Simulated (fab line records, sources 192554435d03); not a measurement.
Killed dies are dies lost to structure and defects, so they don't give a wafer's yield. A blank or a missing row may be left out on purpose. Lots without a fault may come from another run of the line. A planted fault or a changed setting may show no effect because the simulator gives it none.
Chamber matching | flow n5_finfet | N5_FIN_CUT_STRIP_24 on rie_diel-06: 4 sister chambers
The step strips in CF4. 8 wafers are shown with their chamber, then 12 later ones without.

WAFERS WITH THEIR CHAMBER
wafer  | chamber | showerhead_plenum_p_Torr (Torr) | drypump_motor_current_A (A)
L083.3 | 2       | 1.73                            | 6.4
L083.5 | 1       | 1.86                            | 5.6
L086.2 | 3       | 1.78                            | 5.4
L086.3 | 1       | 1.86                            | 5.6
L086.4 | 0       | 1.77                            | 5.2
L087.1 | 3       | 1.78                            | 5.4
L087.4 | 2       | 1.72                            | 6.5
L087.6 | 0       | 1.77                            | 5.1

WAFERS WITHOUT THEIR CHAMBER
wafer  | showerhead_plenum_p_Torr (Torr) | drypump_motor_current_A (A)
L088.1 | 1.72                            | 6.4
L088.2 | 1.86                            | 5.6
L088.4 | 1.77                            | 5.2
L090.2 | 1.86                            | 5.6
L090.3 | 1.72                            | 6.4
L090.6 | 1.72                            | 6.4
L093.3 | 1.77                            | 5.1
L093.4 | 1.72                            | 6.4
L093.5 | 1.86                            | 5.6
L097.1 | 1.77                            | 5.2
L097.2 | 1.78                            | 5.4
L097.5 | 1.77                            | 5.2

WHICH CHAMBER EACH WENT THROUGH
wafer  | from the rows above | in truth
L088.1 | 2                   | 2
L088.2 | 1                   | 1
L088.4 | 0                   | 0
L090.2 | 1                   | 1
L090.3 | 2                   | 2
L090.6 | 2                   | 2
L093.3 | 0                   | 0
L093.4 | 2                   | 2
L093.5 | 1                   | 1
L097.1 | 0                   | 0
L097.2 | 3                   | 3
L097.5 | 0                   | 0
Placed correctly: 12 of 12. Can't be placed from these rows: 0. Placed wrongly: 0.
How it was worked out, from the rows above alone: a wafer's distance from a chamber is the root of the sum, over the readings, of the square of ((its reading less the chamber's mean) divided by the reading's scatter). The wafer belongs to the nearest chamber; if the next one is less than 2 further off, it can't be placed. A chamber's mean is the mean of its shown wafers. The scatter: the root of (the sum of the squares of (reading less its chamber's mean) over the shown wafers, divided by (wafers less chambers)).
